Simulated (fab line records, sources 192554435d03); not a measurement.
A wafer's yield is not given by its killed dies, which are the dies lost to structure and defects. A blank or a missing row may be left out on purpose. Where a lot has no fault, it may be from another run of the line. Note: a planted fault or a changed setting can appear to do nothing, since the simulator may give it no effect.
fab line records	flow n5Finfet	part 1 of 2: steps 1 to 4 of 6
record lots=21	wafers=63	lastDay=18
route steps=1938 shown HKMG_FIN@447 GATE_CUT@498
lots that met no fault: from a run of the same line without faults
startH: start of the lot's first displayed wafer, in hours after the record's first day	waitH: hours elapsed since this lot's preceding step	" same as the row above	L1.1+2: a row that stands for several wafers	- no value, or no start given	* or withheld: withheld	< > ~ a bound
route shown NAME@n: a module of which the file shows steps, and the number in the route of the first	usual: the fault-free wafers' mean and standard deviation	same: alike in all rows	chamber/n: place in a boat	sites: per-site readings	_std_site: standard deviation of those values	_edge_site: mean of outer sites minus mean of inner sites	radiusMm: for every site, how far away it sits from the centre of the wafer	mask NAME#n: copy n	behind: the most recent tool/chamber to have shaped the wafer	hold: reason for holding the lot/hours on hold/outcome of the hold	device: which transistor (n, p or np) failed to switch	end of line: the tests these same wafers got at the end of their route	for a step that has no rows: nothing shown but its recipe	killed: dies that structure and defects cost at the first sort, which is not the same as the wafer's yield	map: a wafer's dies, marking killed ones x, the rest . and places with no die _
set.NAME: the setting that was run; set.NAME@STEP: the one run at that earlier step	model.NAME: the simulator's own value behind a step, which no gauge read
a sample of lots followed through the steps of the route, with each step as a table and each wafer as a row
services: the hour from which a tool's chamber was out of use, counted from the record's first day as startH (under 0 if before that day), plus the number of hours and why
## steps
# step N5_HKMG_FIN_STRIP_88
# recipe chemistry=N2/H2	powerW=2500	tempC=300	h2Frac=0.65	timeS=360	pressureMtorr=withheld	n2FlowSccm=1750	h2FlowSccm=3250
# usual drypumpMotorCurrentA=5.92/0.13	heaterPowerW=482/78	n2FlowSccm=1751/5.3
lot.wafer	tool	chamber	startH	waitH	drypumpMotorCurrentA	heaterPowerW	n2FlowSccm	rfHoursCounterH
L074.4	plasmaAsher-02	1	76.06	0.1	5.94	544	1753	-
L074.5	"	0	"	"	5.61	422	1744	-
L074.6	"	1	"	"	5.94	549	1751	-
L075.3	plasmaAsher-02	1	83.19	0.1	5.95	558	1749	-
L075.4	"	0	"	"	5.65	439	1753	-
L075.5	"	1	"	"	5.94	562	1756	-
L076.2	plasmaAsher-02	0	89.34	0.0	5.63	436	1750	90
L076.3	"	1	"	"	5.94	558	1745	-
L076.4	"	0	"	"	5.62	436	1749	-
L077.3	plasmaAsher-02	0	98.21	0.1	5.64	428	1766	-
L077.4	"	1	"	"	5.95	552	1740	-
L077.5	"	0	"	"	5.61	428	1768	-
L078.1	plasmaAsher-01	1	99.56	0.0	5.96	392	1751	41
L078.2	"	0	"	"	6.00	568	1750	41
L078.4	"	0	"	"	6.01	579	1754	-
L080.1	plasmaAsher-01	0	116.84	0.0	6.00	563	1747	44
L080.2	"	1	"	"	5.97	388	1758	44
L080.5	"	1	"	"	5.96	394	1753	-
L081.2	plasmaAsher-01	1	119.52	0.0	5.96	396	1754	44
L081.3	"	0	"	"	6.02	562	1752	-
L081.6	"	0	"	"	6.01	565	1752	-
L082.1	plasmaAsher-02	0	127.27	0.0	5.67	426	1757	98
L082.4	"	1	"	"	5.95	565	1747	-
L082.5	"	1	"	"	5.98	544	1746	-
L083.3	plasmaAsher-01	1	129.26	0.1	5.98	390	1750	-
L083.5	"	0	"	"	6.03	554	1745	-
L083.6	"	1	"	"	5.97	385	1753	-
L085.1	plasmaAsher-01	0	143.16	0.0	6.04	563	1749	49
L085.3	"	0	"	"	6.02	548	1738	-
L085.5	"	1	"	"	5.93	401	1753	-
L086.1	plasmaAsher-01	0	150.32	0.0	6.02	572	1752	51
L086.2	"	1	"	"	5.96	390	1750	51
L086.6	"	0	"	"	6.00	562	1742	-
L087.1	plasmaAsher-02	0	159.43	0.0	5.62	440	1749	104
L087.5	"	1	"	"	5.94	548	1753	-
L087.6	"	0	"	"	5.62	440	1743	-
L088.1	plasmaAsher-01	1	161.81	0.0	5.93	386	1748	53
L088.2	"	0	"	"	6.02	559	1749	53
L088.5	"	0	"	"	6.00	553	1744	-
L090.1	plasmaAsher-01	1	173.77	0.0	5.95	386	1748	56
L090.4	"	1	"	"	5.91	384	1764	-
L090.5	"	1	"	"	5.93	391	1753	-
L091.2	plasmaAsher-01	0	179.81	0.0	6.01	568	1749	57
L091.3	"	0	"	"	5.99	550	1747	-
L091.5	"	1	"	"	5.94	390	1752	-
L092.1	plasmaAsher-01	1	183.33	0.0	5.94	385	1755	58
L092.4	"	1	"	"	5.95	394	1756	-
L092.6	"	1	"	"	5.93	397	1758	-
L093.1	plasmaAsher-02	1	192.57	0.0	5.93	577	1762	110
L093.2	"	0	"	"	5.64	435	1759	110
L093.6	"	1	"	"	5.93	552	1755	-
L094.3	plasmaAsher-01	0	198.95	0.1	6.01	558	1757	-
L094.4	"	1	"	"	5.95	397	1751	-
L094.6	"	1	"	"	5.98	392	1748	-
L095.1	plasmaAsher-01	0	205.95	0.0	6.05	562	1751	62
L095.5	"	0	"	"	6.04	560	1746	-
L095.6	"	1	"	"	5.94	389	1751	-
L096.1	plasmaAsher-01	0	210.03	0.0	6.01	578	1751	63
L096.2	"	1	"	"	5.92	381	1744	63
L096.4	"	0	"	"	6.00	564	1755	-
L097.3	plasmaAsher-02	1	217.64	0.1	5.97	548	1752	-
L097.4	"	0	"	"	5.61	423	1754	-
L097.6	"	0	"	"	5.59	445	1749	-
# step N5_HKMG_FIN_ETCH_67
# recipe chemistry=N2/H2	target=SOC	targetDepthA=3889	stopOn=TiN	ionEnergyEv=100	biasW=61	pressureMtorr=30	sourceW=850	n2FlowSccm=200	h2FlowSccm=200
# usual biasW=61.02/0.17	drypumpMotorCurrentA=5.6/0.5	n2FlowSccm=199.9/0.57	oesProductAu=0.75/0.086	rfVppV=240.7/1.5	showerheadPlenumPTorr=2.54/0.091	throttleValvePct=17.75/0.28
lot.wafer	tool	chamber	startH	waitH	biasW	drypumpMotorCurrentA	n2FlowSccm	oesProductAu	rfHoursCounterH	rfVppV	showerheadPlenumPTorr	throttleValvePct
L074.4	rieDiel-05	3	76.77	-	60.90	4.8	200.2	0.74	156	241.7	2.66	17.78
L074.5	"	0	"	"	61.15	5.2	200.1	0.71	-	241.2	2.53	17.41
L074.6	"	1	"	"	60.99	5.4	199.6	0.73	-	240.1	2.52	17.70
L075.3	rieDiel-01	0	83.90	-	60.71	6.0	200.5	0.72	172	243.6	2.65	17.86
L075.4	"	3	"	"	60.96	5.7	199.9	0.66	232	240.1	2.50	17.78
L075.5	"	0	"	"	60.78	6.0	200.7	0.71	-	242.1	2.65	17.87
L076.2	rieDiel-01	2	90.17	-	61.11	5.5	200.2	0.70	243	239.4	2.40	17.64
L076.3	"	0	"	"	60.85	6.0	199.6	0.72	174	242.3	2.64	17.86
L076.4	"	1	"	"	61.01	5.9	201.0	0.74	143	242.1	2.64	17.82
L077.3	rieDiel-03	2	99.01	-	61.12	4.7	200.1	0.70	216	239.6	2.52	17.88
L077.4	"	3	"	"	61.15	6.4	199.9	0.79	-	239.4	2.46	18.06
L077.5	"	0	"	"	61.32	5.2	199.4	0.69	-	238.6	2.39	17.85
L078.1	rieDiel-05	1	100.39	-	61.22	5.4	199.8	0.72	157	241.2	2.52	17.72
L078.2	"	0	"	"	60.97	5.2	200.7	0.70	160	242.2	2.53	17.41
L078.4	"	3	"	"	60.90	4.8	199.7	0.73	165	241.5	2.65	17.81
L080.1	rieDiel-03	0	117.66	-	61.05	5.2	200.8	0.68	248	238.9	2.38	17.84
L080.2	"	2	"	"	60.92	4.7	200.2	0.70	224	239.4	2.52	17.88
L080.5	"	0	"	"	60.73	5.3	199.4	0.68	-	238.2	2.38	17.86
L081.2	rieDiel-03	3	120.34	-	60.92	6.4	199.8	0.78	106	239.8	2.46	18.08
L081.3	"	2	"	"	61.39	4.7	200.1	0.69	225	240.9	2.52	17.89
L081.6	"	2	"	"	60.94	4.7	200.3	0.70	-	240.9	2.52	17.89
L082.1	rieDiel-01	1	128.11	-	61.04	5.9	198.5	0.72	160	242.8	2.63	17.85
L082.4	"	1	"	"	61.03	5.9	199.5	0.73	-	241.9	2.63	17.84
L082.5	"	0	"	"	61.05	6.0	200.4	0.70	-	242.3	2.64	17.89
L083.3	rieDiel-03	1	129.97	-	60.97	5.4	200.5	0.91	8	239.9	2.47	17.15
L083.5	"	3	"	"	61.21	6.4	200.8	0.77	-	239.6	2.45	18.09
L083.6	"	2	"	"	60.79	4.7	199.1	0.69	-	239.9	2.52	17.89
L085.1	rieDiel-05	0	144.18	-	61.04	5.2	199.8	0.69	174	241.8	2.52	17.44
L085.3	"	2	"	"	60.75	6.2	199.1	0.70	186	238.9	2.44	18.18
L085.5	"	0	"	"	61.05	5.3	200.2	0.70	-	239.4	2.52	17.46
L086.1	rieDiel-01	2	151.16	-	61.05	5.5	200.9	0.95	6	242.3	2.71	17.24
L086.2	"	1	"	"	61.22	5.9	200.2	0.72	171	242.2	2.63	17.87
L086.6	"	1	"	"	61.18	5.9	199.4	0.71	-	241.2	2.63	17.87
L087.1	rieDiel-03	3	160.35	-	61.06	6.4	199.9	0.76	123	238.7	2.45	18.11
L087.5	"	2	"	"	60.84	4.7	200.1	0.68	-	240.0	2.51	17.93
L087.6	"	1	"	"	61.01	5.4	199.2	0.88	-	240.5	2.47	17.16
L088.1	rieDiel-05	0	162.63	-	61.27	5.2	200.3	0.70	180	241.1	2.52	17.48
L088.2	"	1	"	"	61.33	5.4	199.0	0.71	178	239.9	2.51	17.76
L088.5	"	1	"	"	61.41	5.4	199.3	0.70	-	240.0	2.51	17.76
L090.1	rieDiel-01	0	174.59	-	60.89	6.0	200.5	0.69	209	242.0	2.63	17.92
L090.4	"	1	"	"	61.16	5.9	199.9	0.71	-	242.5	2.62	17.88
L090.5	"	0	"	"	60.98	6.0	200.4	0.69	-	241.1	2.63	17.94
L091.2	rieDiel-05	3	180.87	-	60.92	4.8	199.6	0.71	191	240.5	2.64	17.85
L091.3	"	1	"	"	60.89	5.4	201.6	0.70	183	241.1	2.50	17.76
L091.5	"	1	"	"	60.88	5.4	201.1	0.70	-	239.9	2.50	17.78
L092.1	rieDiel-01	3	184.15	-	60.71	5.8	199.8	0.89	8	239.5	2.49	17.34
L092.4	"	0	"	"	61.04	6.0	200.9	0.68	212	242.2	2.63	17.93
L092.6	"	3	"	"	61.07	5.8	200.4	0.88	-	241.0	2.49	17.34
L093.1	rieDiel-05	2	193.39	-	60.96	6.2	199.5	0.70	200	239.8	2.43	18.18
L093.2	"	1	"	"	61.11	5.4	199.4	0.70	187	240.9	2.50	17.79
L093.6	"	0	"	"	60.62	5.2	199.9	0.68	-	240.0	2.51	17.46
L094.3	rieDiel-01	2	199.65	-	61.16	5.5	199.8	0.91	23	241.9	2.70	17.28
L094.4	"	3	"	"	61.04	5.7	199.3	0.89	13	240.6	2.49	17.35
L094.6	"	0	"	"	60.88	6.0	200.1	0.68	-	241.3	2.63	17.93
L095.1	rieDiel-03	2	206.88	-	61.11	4.7	200.5	0.97	2	239.9	2.51	17.48
L095.5	"	1	"	"	61.05	5.4	200.3	0.85	-	240.7	2.46	17.18
L095.6	"	2	"	"	61.15	4.7	199.4	0.97	-	241.8	2.51	17.49
L096.1	rieDiel-03	2	210.85	-	60.97	4.7	200.4	0.96	3	238.7	2.51	17.48
L096.2	"	1	"	"	60.96	5.4	198.9	0.85	39	238.4	2.46	17.18
L096.4	"	0	"	"	60.85	5.2	200.2	0.86	24	243.1	2.69	17.52
L097.3	rieDiel-05	1	218.40	-	60.99	5.4	200.5	0.69	196	239.5	2.50	17.79
L097.4	"	2	"	"	61.18	6.2	199.5	0.69	208	238.7	2.43	18.21
L097.6	"	1	"	"	61.25	5.4	199.6	0.69	-	241.5	2.50	17.78
# step N5_HKMG_FIN_STRIP_90
# recipe chemistry=N2/H2	material=SOC	timeS=20	powerW=500	tempC=40	pressureMtorr=50	rfFrequencyHz=6e+07	biasPowerW=8	h2Frac=0.5	n2FlowSccm=300	h2FlowSccm=300
# usual drypumpMotorCurrentA=5.6/0.5	n2FlowSccm=299.9/0.94	oesProductAu=0.76/0.092	rfVppV=54.2/0.87	showerheadPlenumPTorr=3.36/0.12	throttleValvePct=18.9/0.39
lot.wafer	tool	chamber	startH	waitH	drypumpMotorCurrentA	n2FlowSccm	oesProductAu	rfHoursCounterH	rfVppV	showerheadPlenumPTorr	throttleValvePct
L074.4	rieDiel-05	3	76.83	0.0	4.8	299.4	0.76	156	54.2	3.50	18.8
L074.5	"	0	"	"	5.2	299.6	0.73	-	54.8	3.34	18.4
L074.6	"	1	"	"	5.4	300.6	0.74	-	53.5	3.33	18.6
L075.3	rieDiel-01	0	83.96	0.0	6.0	299.7	0.71	172	54.1	3.49	19.1
L075.4	"	3	"	"	5.7	300.5	0.66	232	53.7	3.31	18.9
L075.5	"	0	"	"	6.0	301.4	0.71	-	55.0	3.49	19.1
L076.2	rieDiel-01	2	90.23	0.0	5.5	299.8	0.72	243	54.0	3.17	18.5
L076.3	"	0	"	"	6.0	299.4	0.71	174	52.8	3.49	19.1
L076.4	"	1	"	"	5.9	298.1	0.75	143	55.9	3.48	19.1
L077.3	rieDiel-03	2	99.07	0.0	4.7	299.9	0.72	216	52.9	3.33	19.1
L077.4	"	3	"	"	6.4	300.8	0.81	-	54.4	3.25	19.4
L077.5	"	0	"	"	5.2	297.7	0.70	-	54.1	3.16	19.1
L078.1	rieDiel-05	1	100.45	0.0	5.4	299.9	0.73	157	56.2	3.32	18.6
L078.2	"	0	"	"	5.3	300.7	0.72	160	53.7	3.34	18.4
L078.4	"	3	"	"	4.8	299.2	0.75	165	54.9	3.50	18.8
L080.1	rieDiel-03	0	117.72	0.0	5.2	299.2	0.68	248	53.5	3.16	19.1
L080.2	"	2	"	"	4.7	300.5	0.70	224	53.4	3.33	19.1
L080.5	"	0	"	"	5.2	298.3	0.68	-	53.7	3.16	19.1
L081.2	rieDiel-03	3	120.40	0.0	6.5	300.4	0.79	106	53.2	3.25	19.4
L081.3	"	2	"	"	4.7	300.9	0.70	225	53.5	3.33	19.1
L081.6	"	2	"	"	4.7	300.4	0.70	-	53.6	3.33	19.1
L082.1	rieDiel-01	1	128.17	0.0	5.9	298.6	0.73	160	56.6	3.47	19.1
L082.4	"	1	"	"	5.9	299.7	0.72	-	55.4	3.47	19.2
L082.5	"	0	"	"	6.0	299.9	0.70	-	53.5	3.48	19.2
L083.3	rieDiel-03	1	130.03	0.0	5.4	299.9	0.94	8	54.8	3.27	18.2
L083.5	"	3	"	"	6.4	302.1	0.78	-	55.0	3.25	19.4
L083.6	"	2	"	"	4.7	301.5	0.70	-	54.6	3.33	19.2
L085.1	rieDiel-05	0	144.24	0.0	5.3	300.3	0.71	174	53.8	3.33	18.4
L085.3	"	2	"	"	6.3	299.4	0.72	186	53.9	3.22	19.3
L085.5	"	0	"	"	5.2	300.8	0.70	-	53.8	3.33	18.4
L086.1	rieDiel-01	2	151.22	0.0	5.6	300.8	1.00	6	54.6	3.57	18.1
L086.2	"	1	"	"	5.9	299.7	0.71	171	52.7	3.47	19.1
L086.6	"	1	"	"	5.9	299.7	0.72	-	54.3	3.47	19.2
L087.1	rieDiel-03	3	160.41	0.0	6.4	299.1	0.77	123	53.8	3.24	19.4
L087.5	"	2	"	"	4.7	298.8	0.70	-	54.1	3.32	19.2
L087.6	"	1	"	"	5.4	300.5	0.91	-	54.1	3.26	18.2
L088.1	rieDiel-05	0	162.69	0.0	5.2	299.1	0.70	180	55.2	3.33	18.4
L088.2	"	1	"	"	5.4	300.4	0.71	178	54.0	3.31	18.6
L088.5	"	1	"	"	5.4	299.6	0.71	-	52.8	3.31	18.6
L090.1	rieDiel-01	0	174.65	0.0	6.0	300.2	0.69	210	53.8	3.47	19.2
L090.4	"	1	"	"	6.0	298.2	0.71	-	53.8	3.46	19.2
L090.5	"	0	"	"	6.0	299.0	0.68	-	53.7	3.47	19.2
L091.2	rieDiel-05	3	180.93	0.0	4.8	299.8	0.74	191	54.9	3.48	18.8
L091.3	"	1	"	"	5.4	299.3	0.71	183	55.2	3.31	18.6
L091.5	"	1	"	"	5.4	298.3	0.71	-	54.7	3.31	18.6
L092.1	rieDiel-01	3	184.21	0.0	5.8	299.3	0.89	9	53.9	3.29	18.5
L092.4	"	0	"	"	6.0	300.2	0.68	212	55.0	3.47	19.2
L092.6	"	3	"	"	5.7	299.4	0.88	-	55.5	3.29	18.5
L093.1	rieDiel-05	2	193.45	0.0	6.2	299.8	0.71	200	54.3	3.22	19.3
L093.2	"	1	"	"	5.4	299.1	0.70	187	53.3	3.31	18.6
L093.6	"	0	"	"	5.2	300.7	0.69	-	54.0	3.32	18.4
L094.3	rieDiel-01	2	199.71	0.0	5.6	299.1	0.93	23	56.6	3.56	18.2
L094.4	"	3	"	"	5.7	301.1	0.87	13	53.1	3.29	18.5
L094.6	"	0	"	"	6.0	302.3	0.67	-	54.6	3.46	19.2
L095.1	rieDiel-03	2	206.94	0.0	4.7	299.9	0.99	2	53.9	3.31	18.8
L095.5	"	1	"	"	5.4	298.5	0.86	-	53.4	3.26	18.3
L095.6	"	2	"	"	4.7	300.2	0.99	-	54.8	3.31	18.8
L096.1	rieDiel-03	2	210.91	0.0	4.7	299.7	0.98	4	53.7	3.31	18.8
L096.2	"	1	"	"	5.4	299.4	0.87	39	53.5	3.26	18.3
L096.4	"	0	"	"	5.2	300.0	0.87	24	53.7	3.54	18.8
L097.3	rieDiel-05	1	218.46	0.0	5.4	297.9	0.70	196	53.7	3.30	18.6
L097.4	"	2	"	"	6.2	300.2	0.70	208	53.2	3.21	19.3
L097.6	"	1	"	"	5.4	297.7	0.70	-	54.2	3.30	18.7
# step N5_HKMG_FIN_STRIP_69
# recipe chemistry=N2/H2	powerW=2500	tempC=300	h2Frac=0.65	timeS=360	pressureMtorr=withheld	n2FlowSccm=1750	h2FlowSccm=3250
# usual drypumpMotorCurrentA=5.86/0.16	heaterPowerW=487/72	n2FlowSccm=1751/5.3
lot.wafer	tool	chamber	startH	waitH	drypumpMotorCurrentA	heaterPowerW	n2FlowSccm	rfHoursCounterH
L074.4	plasmaAsher-02	0	77.25	0.2	5.68	426	1753	-
L074.5	"	0	"	"	5.65	435	1749	-
L074.6	"	1	"	"	5.95	549	1755	-
L075.3	plasmaAsher-02	1	84.38	0.2	5.98	549	1753	-
L075.4	"	0	"	"	5.63	442	1741	-
L075.5	"	1	"	"	5.95	554	1749	-
L076.2	plasmaAsher-02	1	90.53	0.1	5.97	547	1755	90
L076.3	"	0	"	"	5.61	438	1754	-
L076.4	"	1	"	"	5.95	553	1758	-
L077.3	plasmaAsher-02	1	99.69	0.3	5.95	551	1759	-
L077.4	"	0	"	"	5.68	435	1743	-
L077.5	"	0	"	"	5.61	436	1743	-
L078.1	plasmaAsher-02	0	100.75	0.1	5.61	435	1753	92
L078.2	"	1	"	"	5.95	549	1752	92
L078.4	"	0	"	"	5.70	413	1755	-
L080.1	plasmaAsher-02	1	118.02	0.1	5.95	545	1751	96
L080.2	"	0	"	"	5.62	425	1744	96
L080.5	"	0	"	"	5.63	416	1744	-
L081.2	plasmaAsher-01	1	120.70	0.1	5.95	399	1761	45
L081.3	"	1	"	"	5.93	389	1758	-
L081.6	"	1	"	"	5.96	402	1758	-
L082.1	plasmaAsher-02	0	128.46	0.1	5.62	430	1744	98
L082.4	"	1	"	"	5.95	559	1757	-
L082.5	"	1	"	"	5.96	553	1750	-
L083.3	plasmaAsher-01	1	130.45	0.2	5.94	385	1746	-
L083.5	"	0	"	"	6.03	576	1755	-
L083.6	"	1	"	"	5.93	387	1748	-
L085.1	plasmaAsher-02	1	144.60	0.2	5.94	547	1745	101
L085.3	"	0	"	"	5.62	438	1749	-
L085.5	"	1	"	"	5.95	545	1755	-
L086.1	plasmaAsher-02	0	151.53	0.1	5.61	437	1749	102
L086.2	"	1	"	"	5.98	552	1750	102
L086.6	"	1	"	"	5.96	560	1750	-
L087.1	plasmaAsher-01	1	160.86	0.1	5.95	388	1747	53
L087.5	"	1	"	"	5.94	392	1744	-
L087.6	"	0	"	"	6.01	577	1743	-
L088.1	plasmaAsher-02	0	162.99	0.1	5.60	437	1755	104
L088.2	"	1	"	"	5.94	541	1747	104
L088.5	"	1	"	"	5.93	552	1748	-
L090.1	plasmaAsher-01	0	174.95	0.1	6.02	557	1745	56
L090.4	"	0	"	"	6.00	558	1751	-
L090.5	"	0	"	"	6.02	564	1751	-
L091.2	plasmaAsher-01	1	181.23	0.1	5.96	392	1745	57
L091.3	"	0	"	"	5.99	566	1757	-
L091.5	"	1	"	"	5.97	399	1755	-
L092.1	plasmaAsher-02	1	184.52	0.1	5.94	544	1742	109
L092.4	"	1	"	"	5.96	557	1737	-
L092.6	"	0	"	"	5.64	439	1750	-
L093.1	plasmaAsher-01	0	193.75	0.1	5.98	560	1753	59
L093.2	"	1	"	"	5.99	394	1750	59
L093.6	"	0	"	"	5.99	561	1749	-
L094.3	plasmaAsher-01	1	200.13	0.2	5.93	392	1753	-
L094.4	"	0	"	"	6.01	572	1753	-
L094.6	"	0	"	"	6.02	562	1759	-
L095.1	plasmaAsher-01	0	207.36	0.2	6.02	564	1752	62
L095.5	"	1	"	"	5.96	391	1743	-
L095.6	"	0	"	"	6.01	566	1754	-
L096.1	plasmaAsher-02	0	211.21	0.1	5.63	429	1748	113
L096.2	"	1	"	"	5.94	544	1749	113
L096.4	"	0	"	"	5.64	426	1750	-
L097.3	plasmaAsher-02	0	219.00	0.3	5.63	428	1758	-
L097.4	"	1	"	"	5.96	555	1751	-
L097.6	"	1	"	"	5.96	561	1754	-
